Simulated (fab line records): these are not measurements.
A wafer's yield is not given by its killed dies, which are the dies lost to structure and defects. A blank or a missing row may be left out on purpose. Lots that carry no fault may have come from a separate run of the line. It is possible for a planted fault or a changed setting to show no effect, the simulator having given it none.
fab line records	flow nand-harc
record lots=24	wafers=72	last-day=35
route steps=1302 shown P_M2@329 P_BONDPAD@353
lots with no fault: from the same line, run without faults
start-h: hours from the record's opening day to when the first of the lot's shown wafers began	wait-h: how many hours have passed since the lot's step before this one	" same as the row above	L1.1+2: a row that stands for several wafers	- no value present, or no start provided	* or withheld: withheld	< > ~ a bound
route shown NAME@n: names a module that has steps shown in the file, with the first one's number in the route	usual: mean/standard deviation of fault-free wafers	same: alike in all rows	chamber/n: place in a boat	sites: readings site by site	_std_site: the standard deviation of these	_edge_site: the outer-site mean with the inner-site mean subtracted	radius-mm: how far each site lies from the wafer's centre	mask NAME#n: copy n	behind: the tool/chamber that last shaped the wafer	hold: why the lot went on hold/how many hours it stayed there/how the hold came to an end	device: transistor that didn't switch, given as n, p or np	end of line: the tests these same wafers got at the end of their route	a step given without rows: its recipe and nothing more	killed: count of dies lost to structure and defects at first sort (not the wafer's yield)	map: per-die view of a wafer (x killed, . not killed, _ where there is no die)
set.NAME: setting as actually run; set.NAME@STEP: the setting as run at that earlier step	model.NAME: the simulator's own value behind a step, which no gauge read
steps of the route over a sample of lots; a table a step, a row a wafer
services: a tool's chamber out of use, with start hour (start-h, from the record's first day; less than 0 if before it), hours out, and reason
## steps
# step NHARC_P_M2_OVL_MEAS_10
# recipe pitch-nm=340
# usual overlay-x-nm=0.3/1	overlay-y-nm=0.1/1
lot.wafer	tool	chamber	start-h	wait-h	overlay-x-nm	overlay-y-nm
L074.2	overlay-02	-	130.86	-	-0.6	-2.7
L074.5	"	-	"	"	-1.1	-2.5
L074.6	"	-	"	"	-1.0	-2.7
L075.3	overlay-02	-	137.51	-	-1.7	1.0
L075.4	"	-	"	"	-1.9	0.8
L075.6	"	-	"	"	-2.2	1.0
L076.2	overlay-02	-	146.66	-	0.2	-0.5
L076.4	"	-	"	"	0.9	0.1
L076.5	"	-	"	"	0.8	-0.1
L077.1	overlay-01	-	160.49	-	0.2	0.0
L077.2	"	-	"	"	0.2	-0.3
L077.3	"	-	"	"	0.8	0.2
L078.1	overlay-02	-	168.08	-	0.1	-0.4
L078.2	"	-	"	"	-0.3	-0.6
L078.3	"	-	"	"	0.2	-0.5
L079.2	overlay-01	-	182.97	-	-0.1	-0.6
L079.4	"	-	"	"	0.2	-1.6
L079.5	"	-	"	"	0.6	-1.2
L080.1	overlay-02	-	194.39	-	1.5	-0.2
L080.2	"	-	"	"	0.8	-0.7
L080.5	"	-	"	"	0.4	-0.4
L081.1	overlay-01	-	198.10	-	2.4	1.3
L081.4	"	-	"	"	2.1	2.1
L081.5	"	-	"	"	1.9	2.1
L082.1	overlay-01	-	220.54	-	-1.1	1.2
L082.2	"	-	"	"	-0.9	1.0
L082.6	"	-	"	"	-1.4	1.7
L083.2	overlay-02	-	224.58	-	-0.4	1.3
L083.5	"	-	"	"	-0.7	1.3
L083.6	"	-	"	"	-0.8	1.2
L084.2	overlay-02	-	232.82	-	0.4	-0.2
L084.4	"	-	"	"	1.1	-0.1
L084.6	"	-	"	"	0.3	0.0
L085.3	overlay-01	-	237.02	-	0.0	0.6
L085.5	"	-	"	"	0.0	0.9
L085.6	"	-	"	"	-0.6	0.8
L086.2	overlay-02	-	245.99	-	1.0	2.1
L086.3	"	-	"	"	0.9	1.8
L086.5	"	-	"	"	0.9	1.4
L087.2	overlay-02	-	274.36	-	-0.3	-0.8
L087.3	"	-	"	"	-0.8	-0.7
L087.5	"	-	"	"	-0.4	-0.7
L089.1	overlay-01	-	274.70	-	0.6	-0.2
L089.5	"	-	"	"	0.5	-0.5
L089.6	"	-	"	"	0.3	0.0
L088.1	overlay-02	-	275.25	-	1.8	-0.6
L088.2	"	-	"	"	1.9	-1.2
L088.4	"	-	"	"	2.1	-0.7
L090.2	overlay-02	-	290.07	-	0.2	0.7
L090.3	"	-	"	"	-0.2	0.7
L090.6	"	-	"	"	0.3	0.5
L091.1	overlay-02	-	300.29	-	0.1	-0.3
L091.4	"	-	"	"	0.1	0.1
L091.5	"	-	"	"	-0.1	-0.2
L092.1	overlay-02	-	318.82	-	0.6	-0.1
L092.3	"	-	"	"	0.0	-0.1
L092.5	"	-	"	"	0.7	-0.5
L093.3	overlay-02	-	322.43	-	2.4	0.8
L093.5	"	-	"	"	1.9	1.1
L093.6	"	-	"	"	1.5	1.0
L094.2	overlay-01	-	328.29	-	-0.8	0.2
L094.4	"	-	"	"	-0.3	0.6
L094.5	"	-	"	"	-0.7	0.9
L095.3	overlay-02	-	345.79	-	1.4	0.1
L095.5	"	-	"	"	1.4	-0.2
L095.6	"	-	"	"	1.3	-0.7
L096.2	overlay-02	-	346.69	-	1.4	-0.9
L096.3	"	-	"	"	1.6	-0.6
L096.5	"	-	"	"	1.7	0.1
L097.2	overlay-01	-	361.98	-	0.5	-0.2
L097.3	"	-	"	"	0.9	-0.3
L097.4	"	-	"	"	1.5	0.0
# step NHARC_P_M2_INSPECT_11
# usual raw-defect-count=5/3.4
lot.wafer	tool	chamber	start-h	wait-h	raw-defect-count
L074.2	defect-inspect-01	-	130.90	0.0	8
L074.5	"	-	"	"	9
L074.6	"	-	"	"	3
L075.3	defect-inspect-01	-	137.55	0.0	10
L075.4	"	-	"	"	5
L075.6	"	-	"	"	2
L076.2	defect-inspect-01	-	146.70	0.0	6
L076.4	"	-	"	"	8
L076.5	"	-	"	"	11
L077.1	defect-inspect-02	-	160.52	0.0	6
L077.2	"	-	"	"	5
L077.3	"	-	"	"	6
L078.1	defect-inspect-02	-	168.12	0.0	4
L078.2	"	-	"	"	5
L078.3	"	-	"	"	9
L079.2	defect-inspect-02	-	183.01	0.0	1
L079.4	"	-	"	"	7
L079.5	"	-	"	"	3
L080.1	defect-inspect-01	-	194.43	0.0	5
L080.2	"	-	"	"	6
L080.5	"	-	"	"	0
L081.1	defect-inspect-01	-	198.14	0.0	7
L081.4	"	-	"	"	7
L081.5	"	-	"	"	9
L082.1	defect-inspect-02	-	220.58	0.0	4
L082.2	"	-	"	"	6
L082.6	"	-	"	"	4
L083.2	defect-inspect-01	-	224.62	0.0	2
L083.5	"	-	"	"	4
L083.6	"	-	"	"	5
L084.2	defect-inspect-02	-	232.86	0.0	2
L084.4	"	-	"	"	3
L084.6	"	-	"	"	2
L085.3	defect-inspect-02	-	237.06	0.0	2
L085.5	"	-	"	"	1
L085.6	"	-	"	"	2
L086.2	defect-inspect-01	-	246.03	0.0	2
L086.3	"	-	"	"	0
L086.5	"	-	"	"	3
L087.2	defect-inspect-02	-	274.40	0.0	6
L087.3	"	-	"	"	7
L087.5	"	-	"	"	10
L089.1	defect-inspect-01	-	274.74	0.0	2
L089.5	"	-	"	"	1
L089.6	"	-	"	"	0
L088.1	defect-inspect-01	-	275.28	0.0	3
L088.2	"	-	"	"	0
L088.4	"	-	"	"	4
L090.2	defect-inspect-01	-	290.11	0.0	14
L090.3	"	-	"	"	14
L090.6	"	-	"	"	8
L091.1	defect-inspect-01	-	300.33	0.0	3
L091.4	"	-	"	"	4
L091.5	"	-	"	"	1
L092.1	defect-inspect-02	-	318.86	0.0	9
L092.3	"	-	"	"	10
L092.5	"	-	"	"	11
L093.3	defect-inspect-02	-	322.46	0.0	4
L093.5	"	-	"	"	6
L093.6	"	-	"	"	4
L094.2	defect-inspect-01	-	328.32	0.0	4
L094.4	"	-	"	"	7
L094.5	"	-	"	"	6
L095.3	defect-inspect-02	-	345.83	0.0	3
L095.5	"	-	"	"	7
L095.6	"	-	"	"	8
L096.2	defect-inspect-02	-	346.73	0.0	4
L096.3	"	-	"	"	3
L096.5	"	-	"	"	4
L097.2	defect-inspect-02	-	362.01	0.0	4
L097.3	"	-	"	"	2
L097.4	"	-	"	"	4
# step NHARC_P_M2_CD_MEAS_16
# usual cd-nm=170.1/0.89
lot.wafer	tool	chamber	start-h	wait-h	cd-nm
L074.2	cd-sem-03	-	131.27	-	169.2
L074.5	"	-	"	"	170.9
L074.6	"	-	"	"	170.2
L075.3	cd-sem-03	-	137.92	-	169.3
L075.4	"	-	"	"	170.3
L075.6	"	-	"	"	170.7
L076.2	cd-sem-02	-	147.07	-	169.4
L076.4	"	-	"	"	170.7
L076.5	"	-	"	"	170.0
L077.1	cd-sem-03	-	160.89	-	171.2
L077.2	"	-	"	"	171.3
L077.3	"	-	"	"	171.6
L078.1	cd-sem-02	-	168.49	-	169.8
L078.2	"	-	"	"	169.2
L078.3	"	-	"	"	171.2
L079.2	cd-sem-02	-	183.38	-	171.0
L079.4	"	-	"	"	170.8
L079.5	"	-	"	"	170.5
L080.1	cd-sem-02	-	194.81	-	171.6
L080.2	"	-	"	"	171.4
L080.5	"	-	"	"	171.5
L081.1	cd-sem-03	-	198.50	-	170.4
L081.4	"	-	"	"	171.1
L081.5	"	-	"	"	170.9
L082.1	cd-sem-01	-	221.12	-	171.3
L082.2	"	-	"	"	169.5
L082.6	"	-	"	"	170.2
L083.2	cd-sem-03	-	224.98	-	169.7
L083.5	"	-	"	"	169.4
L083.6	"	-	"	"	169.4
L084.2	cd-sem-03	-	233.22	-	169.5
L084.4	"	-	"	"	169.6
L084.6	"	-	"	"	170.5
L085.3	cd-sem-02	-	237.43	-	169.7
L085.5	"	-	"	"	168.1
L085.6	"	-	"	"	169.2
L086.2	cd-sem-01	-	246.40	-	170.8
L086.3	"	-	"	"	170.9
L086.5	"	-	"	"	171.1
L087.2	cd-sem-01	-	274.76	-	170.2
L087.3	"	-	"	"	170.4
L087.5	"	-	"	"	170.6
L089.1	cd-sem-02	-	275.10	-	170.9
L089.5	"	-	"	"	171.4
L089.6	"	-	"	"	169.3
L088.1	cd-sem-01	-	275.65	-	168.6
L088.2	"	-	"	"	168.9
L088.4	"	-	"	"	169.1
L090.2	cd-sem-01	-	290.48	-	169.8
L090.3	"	-	"	"	168.4
L090.6	"	-	"	"	169.3
L091.1	cd-sem-02	-	300.74	-	169.3
L091.4	"	-	"	"	170.6
L091.5	"	-	"	"	169.0
L092.1	cd-sem-02	-	319.24	-	169.4
L092.3	"	-	"	"	171.0
L092.5	"	-	"	"	171.3
L093.3	cd-sem-01	-	322.83	-	170.1
L093.5	"	-	"	"	171.0
L093.6	"	-	"	"	171.1
L094.2	cd-sem-03	-	328.69	-	170.7
L094.4	"	-	"	"	168.4
L094.5	"	-	"	"	167.9
L095.3	cd-sem-01	-	346.20	-	169.2
L095.5	"	-	"	"	170.1
L095.6	"	-	"	"	168.3
L096.2	cd-sem-02	-	347.14	-	170.3
L096.3	"	-	"	"	169.1
L096.5	"	-	"	"	169.2
L097.2	cd-sem-01	-	362.38	-	169.9
L097.3	"	-	"	"	170.0
L097.4	"	-	"	"	170.2
# step NHARC_P_BONDPAD_THK_MEAS_33
# recipe thk-meas-gauge=ellipsometry
# usual thk-nm=200.2/1.3
lot.wafer	tool	chamber	start-h	wait-h	thk-nm
L074.2	film-metro-02	-	134.76	0.2	199.0
L074.5	"	-	"	"	201.3
L074.6	"	-	"	"	201.2
L075.3	film-metro-02	-	141.44	0.2	201.6
L075.4	"	-	"	"	199.6
L075.6	"	-	"	"	200.6
L076.2	film-metro-02	-	150.57	0.2	200.1
L076.4	"	-	"	"	198.9
L076.5	"	-	"	"	200.4
L077.1	film-metro-02	-	164.39	0.2	201.1
L077.2	"	-	"	"	201.6
L077.3	"	-	"	"	201.5
L078.1	film-metro-02	-	171.99	0.2	198.6
L078.2	"	-	"	"	198.7
L078.3	"	-	"	"	199.1
L079.2	film-metro-02	-	187.05	0.2	200.0
L079.4	"	-	"	"	199.7
L079.5	"	-	"	"	201.7
L080.1	film-metro-01	-	198.48	0.2	199.3
L080.2	"	-	"	"	200.7
L080.5	"	-	"	"	200.2
L081.1	film-metro-01	-	202.13	0.2	201.1
L081.4	"	-	"	"	200.3
L081.5	"	-	"	"	198.3
L082.1	film-metro-01	-	225.08	0.2	202.6
L082.2	"	-	"	"	200.0
L082.6	"	-	"	"	201.0
L083.2	film-metro-01	-	228.45	0.2	200.5
L083.5	"	-	"	"	202.2
L083.6	"	-	"	"	201.6
L084.2	film-metro-02	-	236.68	0.2	200.0
L084.4	"	-	"	"	198.1
L084.6	"	-	"	"	201.7
L085.3	film-metro-01	-	240.91	0.2	199.7
L085.5	"	-	"	"	198.5
L085.6	"	-	"	"	200.4
L086.2	film-metro-01	-	250.37	0.2	201.3
L086.3	"	-	"	"	200.7
L086.5	"	-	"	"	199.3
L087.2	film-metro-02	-	278.62	0.2	199.2
L087.3	"	-	"	"	199.2
L087.5	"	-	"	"	198.9
L089.1	film-metro-02	-	278.89	0.2	201.2
L089.5	"	-	"	"	200.7
L089.6	"	-	"	"	202.4
L088.1	film-metro-02	-	279.80	0.2	198.5
L088.2	"	-	"	"	200.9
L088.4	"	-	"	"	198.9
L090.2	film-metro-02	-	294.03	0.2	199.4
L090.3	"	-	"	"	201.3
L090.6	"	-	"	"	199.9
L091.1	film-metro-02	-	304.33	0.2	201.8
L091.4	"	-	"	"	202.6
L091.5	"	-	"	"	202.0
L092.1	film-metro-01	-	322.76	0.1	202.5
L092.3	"	-	"	"	199.8
L092.5	"	-	"	"	198.7
L093.3	film-metro-02	-	326.40	0.2	202.1
L093.5	"	-	"	"	199.2
L093.6	"	-	"	"	201.1
L094.2	film-metro-01	-	332.35	0.2	203.0
L094.4	"	-	"	"	200.6
L094.5	"	-	"	"	198.9
L095.3	film-metro-02	-	349.68	0.2	200.8
L095.5	"	-	"	"	200.0
L095.6	"	-	"	"	200.3
L096.2	film-metro-02	-	350.76	0.2	201.4
L096.3	"	-	"	"	201.2
L096.5	"	-	"	"	202.0
L097.2	film-metro-02	-	365.94	0.2	201.4
L097.3	"	-	"	"	200.9
L097.4	"	-	"	"	200.4
# step NHARC_P_BONDPAD_DESCUM_11
# recipe time-s=3	o2-flow-sccm=200	ar-flow-sccm=0	bias-power-w=0	chemistry=O2
# usual drypump-motor-current-A=5.6/0.46	oes-product-au=1.000/0.0085	rf-vpp-V=58.0/0.94	showerhead-plenum-p-Torr=1.95/0.081	throttle-valve-pct=11.311/0.0094
# same time-s=3
lot.wafer	tool	chamber	start-h	wait-h	drypump-motor-current-A	oes-product-au	rf-hours-counter-h	rf-vpp-V	showerhead-plenum-p-Torr	throttle-valve-pct
L074.2	rie-diel-10	1	135.43	-	6.0	1.007	3.8	56.8	1.86	11.307
L074.6	"	1	"	"	6.0	1.003	-	57.5	1.86	11.312
L074.5	"	2	"	"	5.7	0.995	-	56.2	1.79	11.313
L075.3	rie-diel-11	1	142.24	-	4.7	0.993	2.6	58.4	1.90	11.309
L075.4	"	3	"	"	5.7	0.996	3.3	59.6	2.05	11.304
L075.6	"	1	"	"	4.7	0.991	-	59.5	1.90	11.307
L076.2	rie-diel-12	0	151.37	-	5.4	0.992	1.5	56.4	1.87	11.318
L076.4	"	1	"	"	5.5	0.982	1.1	58.8	1.93	11.316
L076.5	"	3	"	"	5.6	0.992	-	58.2	2.03	11.313
L077.2	rie-diel-10	0	165.04	-	6.4	0.997	4.9	58.8	1.98	11.316
L077.3	"	1	"	"	6.0	0.998	5.8	58.5	1.86	11.308
L077.1	"	2	"	"	5.7	1.005	4.7	57.3	1.79	11.323
L078.2	rie-diel-11	2	172.78	-	6.1	1.000	4.1	59.3	2.04	11.321
L078.1	"	3	"	"	5.6	0.999	4.6	58.2	2.05	11.316
L078.3	"	0	"	"	5.5	1.002	4.5	57.8	1.97	11.330
L079.4	rie-diel-11	3	187.82	-	5.7	0.998	5.3	59.9	2.05	11.314
L079.2	"	0	"	"	5.5	1.009	5.3	58.6	1.97	11.302
L079.5	"	0	"	"	5.5	1.001	-	57.8	1.97	11.308
L080.1	rie-diel-11	2	199.13	-	6.1	1.002	5.4	58.3	2.04	11.288
L080.2	"	1	"	"	4.7	0.988	5.4	57.4	1.90	11.326
L080.5	"	3	"	"	5.7	1.005	-	59.1	2.05	11.325
L081.1	rie-diel-11	2	202.80	-	6.1	1.000	5.6	58.4	2.04	11.312
L081.4	"	3	"	"	5.6	1.001	6.1	58.2	2.05	11.294
L081.5	"	0	"	"	5.5	1.002	-	58.0	1.97	11.310
L082.2	rie-diel-10	0	225.88	-	6.4	0.996	8.4	59.8	1.98	11.324
L082.1	"	1	"	"	6.0	1.013	7.6	57.9	1.86	11.316
L082.6	"	3	"	"	5.9	1.000	-	58.0	2.02	11.315
L083.2	rie-diel-11	2	229.24	-	6.1	1.003	7.6	59.0	2.04	11.310
L083.5	"	1	"	"	4.7	0.998	-	58.5	1.90	11.306
L083.6	"	2	"	"	6.1	0.999	-	58.0	2.04	11.306
L084.2	rie-diel-12	0	237.46	-	5.4	0.997	4.0	57.4	1.87	11.309
L084.4	"	1	"	"	5.5	0.982	3.5	57.1	1.93	11.306
L084.6	"	1	"	"	5.5	0.988	-	58.5	1.93	11.301
L085.3	rie-diel-12	0	241.70	-	5.4	0.996	4.1	58.5	1.87	11.310
L085.6	"	2	"	"	5.2	1.010	-	56.6	1.87	11.313
L085.5	"	3	"	"	5.6	0.984	-	58.2	2.02	11.304
L086.3	rie-diel-12	1	251.15	-	5.5	0.995	3.8	58.2	1.93	11.315
L086.2	"	2	"	"	5.2	1.006	4.5	58.1	1.87	11.319
L086.5	"	2	"	"	5.2	1.006	-	57.6	1.87	11.320
L087.2	rie-diel-11	2	279.39	-	6.1	1.007	1.0	57.7	2.04	11.320
L087.3	"	3	"	"	5.6	1.022	0.9	58.5	2.05	11.318
L087.5	"	2	"	"	6.1	1.002	-	57.7	2.04	11.310
L089.1	rie-diel-12	1	279.66	-	5.5	0.997	0.4	58.1	1.93	11.321
L089.6	"	1	"	"	5.5	0.992	-	56.5	1.93	11.310
L089.5	"	2	"	"	5.2	1.001	-	55.6	1.87	11.297
L088.2	rie-diel-11	2	280.59	-	6.1	1.008	1.1	58.1	2.04	11.304
L088.4	"	3	"	"	5.7	1.023	1.1	59.6	2.05	11.325
L088.1	"	0	"	"	5.5	0.997	0.7	58.6	1.97	11.313
L090.3	rie-diel-11	2	294.84	-	6.1	1.000	2.2	57.9	2.04	11.295
L090.2	"	3	"	"	5.7	1.017	2.2	58.4	2.05	11.319
L090.6	"	2	"	"	6.1	0.994	-	58.7	2.04	11.303
L091.1	rie-diel-11	3	305.11	-	5.7	1.023	2.6	59.7	2.05	11.296
L091.4	"	1	"	"	4.7	0.987	1.9	56.4	1.89	11.306
L091.5	"	3	"	"	5.7	1.012	-	57.5	2.05	11.318
L092.3	rie-diel-12	2	323.41	-	5.1	1.003	1.2	57.7	1.87	11.326
L092.1	"	3	"	"	5.6	1.007	1.1	57.4	2.02	11.308
L092.5	"	2	"	"	5.2	1.004	-	58.3	1.87	11.311
L093.3	rie-diel-10	0	327.19	-	6.4	0.999	4.3	58.1	1.98	11.316
L093.5	"	2	"	"	5.7	0.994	-	56.0	1.79	11.310
L093.6	"	3	"	"	5.9	1.009	-	57.3	2.02	11.309
L094.2	rie-diel-12	0	333.12	-	5.4	0.991	1.3	56.4	1.87	11.307
L094.4	"	1	"	"	5.5	0.995	1.4	59.6	1.93	11.298
L094.5	"	1	"	"	5.5	0.987	-	57.2	1.93	11.307
L095.3	rie-diel-10	3	350.46	-	5.9	1.014	5.1	58.1	2.02	11.305
L095.5	"	2	"	"	5.7	1.013	-	57.3	1.79	11.301
L095.6	"	3	"	"	5.9	1.015	-	58.4	2.02	11.301
L096.2	rie-diel-10	1	351.56	-	6.0	0.992	3.9	57.6	1.86	11.293
L096.3	"	2	"	"	5.7	1.005	5.0	57.5	1.79	11.321
L096.5	"	3	"	"	5.9	1.003	-	59.4	2.02	11.302
L097.2	rie-diel-11	3	366.59	-	5.7	1.017	6.1	57.9	2.05	11.318
L097.4	"	0	"	"	5.5	1.000	4.7	59.6	1.97	11.302
L097.3	"	2	"	"	6.1	1.005	6.2	58.2	2.04	11.308
# step NHARC_P_BONDPAD_CD_MEAS_13
# usual cd-nm=499.4/2.2
lot.wafer	tool	chamber	start-h	wait-h	cd-nm
L074.2	cd-sem-03	-	135.78	-	497.4
L074.5	"	-	"	"	497.2
L074.6	"	-	"	"	499.7
L075.3	cd-sem-01	-	142.56	-	500.2
L075.4	"	-	"	"	496.9
L075.6	"	-	"	"	500.1
L076.2	cd-sem-03	-	151.67	-	497.8
L076.4	"	-	"	"	496.4
L076.5	"	-	"	"	494.7
L077.1	cd-sem-01	-	165.35	-	494.9
L077.2	"	-	"	"	495.7
L077.3	"	-	"	"	496.4
L078.1	cd-sem-02	-	173.09	-	503.0
L078.2	"	-	"	"	502.8
L078.3	"	-	"	"	499.8
L079.2	cd-sem-03	-	188.14	-	500.6
L079.4	"	-	"	"	503.7
L079.5	"	-	"	"	500.8
L080.1	cd-sem-03	-	199.44	-	498.1
L080.2	"	-	"	"	498.0
L080.5	"	-	"	"	496.9
L081.1	cd-sem-02	-	203.10	-	499.5
L081.4	"	-	"	"	496.4
L081.5	"	-	"	"	497.4
L082.1	cd-sem-02	-	226.18	-	498.1
L082.2	"	-	"	"	499.5
L082.6	"	-	"	"	500.4
L083.2	cd-sem-02	-	229.55	-	500.1
L083.5	"	-	"	"	502.4
L083.6	"	-	"	"	501.2
L084.2	cd-sem-02	-	237.77	-	497.0
L084.4	"	-	"	"	497.5
L084.6	"	-	"	"	497.8
L085.3	cd-sem-01	-	242.00	-	501.6
L085.5	"	-	"	"	501.4
L085.6	"	-	"	"	501.0
L086.2	cd-sem-02	-	251.47	-	496.6
L086.3	"	-	"	"	500.8
L086.5	"	-	"	"	498.7
L087.2	cd-sem-01	-	279.71	-	499.4
L087.3	"	-	"	"	499.4
L087.5	"	-	"	"	500.7
L089.1	cd-sem-02	-	279.98	-	499.8
L089.5	"	-	"	"	499.1
L089.6	"	-	"	"	500.1
L088.1	cd-sem-03	-	280.89	-	502.0
L088.2	"	-	"	"	499.6
L088.4	"	-	"	"	503.6
L090.2	cd-sem-03	-	295.15	-	502.0
L090.3	"	-	"	"	500.6
L090.6	"	-	"	"	500.4
L091.1	cd-sem-01	-	305.43	-	495.7
L091.4	"	-	"	"	497.2
L091.5	"	-	"	"	498.5
L092.1	cd-sem-01	-	323.72	-	501.4
L092.3	"	-	"	"	499.7
L092.5	"	-	"	"	499.5
L093.3	cd-sem-03	-	327.50	-	499.6
L093.5	"	-	"	"	501.2
L093.6	"	-	"	"	501.5
L094.2	cd-sem-02	-	333.44	-	501.6
L094.4	"	-	"	"	503.5
L094.5	"	-	"	"	501.7
L095.3	cd-sem-02	-	350.77	-	499.9
L095.5	"	-	"	"	496.9
L095.6	"	-	"	"	502.6
L096.2	cd-sem-02	-	351.86	-	500.1
L096.3	"	-	"	"	499.4
L096.5	"	-	"	"	498.7
L097.2	cd-sem-03	-	366.91	-	498.2
L097.3	"	-	"	"	496.6
L097.4	"	-	"	"	495.7
## services
tool	chamber	start-h	hours	kind
rie-diel-11	0	112.00	-	clean
rie-diel-11	1	112.00	-	clean
rie-diel-11	2	112.00	-	clean
rie-diel-11	3	112.00	-	clean
rie-diel-10	0	123.74	16.0	repair
rie-diel-11	0	136.50	-	clean
rie-diel-11	1	136.50	-	clean
rie-diel-11	2	136.50	-	clean
rie-diel-11	3	136.50	-	clean
rie-diel-10	3	143.60	7.4	repair
rie-diel-11	0	161.00	-	clean
rie-diel-11	1	161.00	-	clean
rie-diel-11	2	161.00	-	clean
rie-diel-10	1	167.77	4.6	repair
rie-diel-11	-	183.67	2.5	repair
rie-diel-10	1	229.23	3.6	repair
rie-diel-11	1	230.09	6.1	repair
rie-diel-10	-	242.52	9.0	pm
rie-diel-11	-	255.50	9.0	pm
rie-diel-12	-	268.40	9.0	pm
rie-diel-10	3	268.98	4.8	repair
rie-diel-10	1	288.83	10.4	repair
rie-diel-12	3	324.86	3.5	repair
rie-diel-12	1	363.92	4.3	repair
## key
fault none
